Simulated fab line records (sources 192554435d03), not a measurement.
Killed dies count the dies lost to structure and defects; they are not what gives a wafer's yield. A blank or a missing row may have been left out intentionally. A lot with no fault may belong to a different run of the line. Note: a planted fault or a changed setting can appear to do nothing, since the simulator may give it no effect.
Matching of chambers    flow n5-finfet    N5_FIN_CUT_ETCH_21 on rie-diel-06: 4 sister chambers
The step etches SOC in N2/H2, target depth 219 nm, overetch 43.8 nm, time 523.5 s. 4 wafers are shown with their chamber, then 9 later ones without.

## EACH WAFER AND ITS CHAMBER
wafer   chamber  showerhead-plenum-p-Torr (Torr)
L079.6  1        2.51
L083.1  2        2.69
L083.2  3        2.34
L083.5  0        2.61

## WAFERS MISSING THEIR CHAMBER
wafer   showerhead-plenum-p-Torr (Torr)
L093.1  2.50
L093.5  2.33
L093.6  2.68
L095.1  2.33
L095.3  2.68
L095.5  2.68
L097.2  2.68
L097.3  2.33
L097.4  2.60

## CHAMBER TAKEN BY EACH
wafer   from the rows above  in truth
L093.1  1                    1
L093.5  3                    3
L093.6  2                    2
L095.1  3                    3
L095.3  2                    2
L095.5  2                    2
L097.2  2                    2
L097.3  3                    3
L097.4  0                    0
Correct placement for 9 of the 9. Left unplaced by these rows: 0. Number placed wrongly: 0.
How it was worked out, from the rows above alone: a wafer's distance from a chamber is the root of the sum, over the readings, of the square of ((its reading less the chamber's mean) divided by the reading's scatter). The wafer belongs to the nearest chamber; if the next one is less than 2 further off, it can't be placed. For every chamber, the mean is computed from those of its wafers that are shown. The scatter (one wafer shown for each chamber): square how far every hidden wafer sits from the nearest shown wafer, average those squares and take the square root.
